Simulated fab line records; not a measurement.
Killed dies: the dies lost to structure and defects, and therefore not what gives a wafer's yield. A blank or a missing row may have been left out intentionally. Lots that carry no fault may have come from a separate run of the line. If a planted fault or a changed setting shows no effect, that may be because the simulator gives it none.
Matching of chambers || flow nand_harc || 4 sister chambers for NHARC_A_CHANNEL_HOLE_D2_DESCUM_15 on rie_diel-01
The step chemistry O2, time 3 s. 4 wafers are shown with their chamber, then 8 later ones without.

## EACH WAFER AND ITS CHAMBER
{"wafer": "L088.4", "chamber": 3, "drypump_motor_current_A (A)": 5.9}
{"wafer": "L089.3", "chamber": 2, "drypump_motor_current_A (A)": 5.7}
{"wafer": "L089.6", "chamber": 0, "drypump_motor_current_A (A)": 6.4}
{"wafer": "L092.2", "chamber": 1, "drypump_motor_current_A (A)": 6.0}

## WAFERS WITHOUT THEIR CHAMBER
{"wafer": "L092.3", "drypump_motor_current_A (A)": 6.4}
{"wafer": "L092.5", "drypump_motor_current_A (A)": 6.0}
{"wafer": "L094.1", "drypump_motor_current_A (A)": 6.0}
{"wafer": "L094.3", "drypump_motor_current_A (A)": 5.8}
{"wafer": "L094.5", "drypump_motor_current_A (A)": 6.4}
{"wafer": "L095.2", "drypump_motor_current_A (A)": 6.0}
{"wafer": "L095.4", "drypump_motor_current_A (A)": 6.4}
{"wafer": "L095.5", "drypump_motor_current_A (A)": 6.4}

## EACH ONE'S CHAMBER
{"wafer": "L092.3", "from the rows above": 0, "in truth": 0}
{"wafer": "L092.5", "from the rows above": 1, "in truth": 1}
{"wafer": "L094.1", "from the rows above": 1, "in truth": 1}
{"wafer": "L094.3", "from the rows above": "can't be placed: 2 or 3", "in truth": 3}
{"wafer": "L094.5", "from the rows above": 0, "in truth": 0}
{"wafer": "L095.2", "from the rows above": 1, "in truth": 1}
{"wafer": "L095.4", "from the rows above": 0, "in truth": 0}
{"wafer": "L095.5", "from the rows above": 0, "in truth": 0}
Placed correctly: 7 of 8. Can't be placed from these rows: 1 (the true chamber is among the candidates in 1). Wrongly placed: 0.
How it was worked out, from the rows above alone: a wafer's distance from a chamber is the root of the sum, over the readings, of the square of ((its reading less the chamber's mean) divided by the reading's scatter). The wafer belongs to the nearest chamber; if the next one is less than 2 further off, it can't be placed. A chamber's mean is the mean of its shown wafers. The scatter (one wafer shown for each chamber): square how far every hidden wafer sits from the nearest shown wafer, average those squares and take the square root.
